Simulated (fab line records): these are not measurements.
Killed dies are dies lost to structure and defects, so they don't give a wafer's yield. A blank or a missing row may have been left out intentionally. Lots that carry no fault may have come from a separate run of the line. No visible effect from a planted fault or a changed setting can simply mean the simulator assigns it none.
One fault seen from 2 desks || flow n5Finfet || every desk sees just its own numbers, and what lay behind them comes last

## AT THE TOOL OWNER'S DESK: rieDiel-01
The tool's own readings at N5_BEOL_M2_TRENCH_ETCH_37 (etches SiOC in C4F6/O2, target depth 55.555 nm, time 29.2 s): means of the sampled wafers that have a number, for each lot that ran on this tool. The brackets show how far a lot's mean lies from the usual mean; more than 4 standard deviations puts the lot out of limits, marked OUT.
Columns: A = drypumpMotorCurrentA at N5_BEOL_M2_TRENCH_ETCH_37, usual 5.9 A; B = oesProductAu at N5_BEOL_M2_TRENCH_ETCH_37, usual 0.79 a.u.; C = rfVppV at N5_BEOL_M2_TRENCH_ETCH_37, usual 661 V; D = showerheadPlenumPTorr at N5_BEOL_M2_TRENCH_ETCH_37, usual 2.83 Torr; E = throttleValvePct at N5_BEOL_M2_TRENCH_ETCH_37, usual 20.78 %
{"lot": "L790", "first seen here": "day 8 22:11", "A": 6.5, "B": 0.84, "C": 667, "D": 2.90, "E": 20.61}
{"lot": "L802", "first seen here": "day 11 21:28", "A": 6.3, "B": 0.76, "C": 658, "D": 2.85, "E": 20.60}
{"lot": "L804", "first seen here": "day 12 13:27", "A": 6.7, "B": 0.66, "C": 668, "D": 2.81, "E": 20.74}
{"lot": "L805", "first seen here": "day 13 07:58", "A": 6.5, "B": 0.73, "C": 666, "D": 2.91, "E": 20.61}
This desk found nothing out of limits on any of the 4 lots.

## AT THE METROLOGY DESK
Lot by lot, what the gauges showed, no matter which tool ran the lot: averages of those sampled wafers that carry a number. The brackets show how far a lot's mean lies from the usual mean; more than 4 standard deviations puts the lot out of limits, marked OUT. Shown are 7 of the 15 readings it has, namely the first that went out of limits plus those furthest out on some lot.
Columns: A = trenchDepthNm at N5_BEOL_M2_OCD_MEAS_38, usual 55.2 nm; B = M2_THK at N5_BEOL_M2_THK_MEAS_53, usual 40.4 nm; C = M2_RS at N5_BEOL_M2_RS_MEAS_58, usual 0.68 ohm/sq; D = SERP_M2 at N5_BEOL_M4_RC_MEAS_101, usual 196 ohm/um; E = SERP_M2_max_site at N5_BEOL_M4_RC_MEAS_101, usual 209 ohm/um; F = SS_N at N5_BEOL_M4_RC_MEAS_101, usual 71.6 mV/dec; G = VT_P at N5_BEOL_M4_RC_MEAS_101, usual -250.5 mV
{"lot": "L787", "first seen here": "day 7 22:59", "A": 54.7, "B": 38.7, "C": 0.71, "D": 221, "E": 233, "F": 70.2, "G": -252.5}
{"lot": "L790", "first seen here": "day 8 22:20", "A": 55.8, "B": 41.9, "C": 0.64, "D": 198, "E": 215, "F": 71.0, "G": -252.8}
{"lot": "L802", "first seen here": "day 11 21:37", "A": "47.2 (-6.1) OUT", "B": "32.3 (-4.5) OUT", "C": "1.06 (+9.7) OUT", "D": "284 (+5.5) OUT", "E": "303 (+5.2) OUT", "F": 71.2, "G": -254.8}
{"lot": "L804", "first seen here": "day 12 13:36", "A": "46.5 (-6.7) OUT", "B": "31.0 (-5.2) OUT", "C": "1.11 (+11) OUT", "D": "318 (+7.7) OUT", "E": "334 (+6.9) OUT", "F": 71.8, "G": -245.7}
{"lot": "L805", "first seen here": "day 13 08:07", "A": "46.4 (-6.8) OUT", "B": "32.5 (-4.4) OUT", "C": "0.97 (+7.4) OUT", "D": "263 (+4.2) OUT", "E": "287 (+4.3) OUT", "F": 71.4, "G": -253.8}
This desk's verdict: out of limits on L802, L804, L805, starting with L802 at day 11 21:37 (trenchDepthNm at N5_BEOL_M2_OCD_MEAS_38). L787, L790: within limits.

## PUT TOGETHER
An alarm was possible from the metrology desk at day 11 21:37, on L802, L804, L805.
The tool owner's desk saw nothing out of limits.
The tool owner's desk has L802, L804, L805 on record, within its limits.
On rieDiel-01, each named lot ran N5_BEOL_M2_TRENCH_ETCH_37.

## WHAT THE SIMULATOR PUT IN
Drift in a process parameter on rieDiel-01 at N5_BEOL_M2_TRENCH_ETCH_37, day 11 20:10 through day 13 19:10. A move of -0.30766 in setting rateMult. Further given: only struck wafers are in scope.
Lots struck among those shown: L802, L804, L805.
Time in hours between the start of the fault and the first out-of-limits reading at each desk: metrology desk, 1.
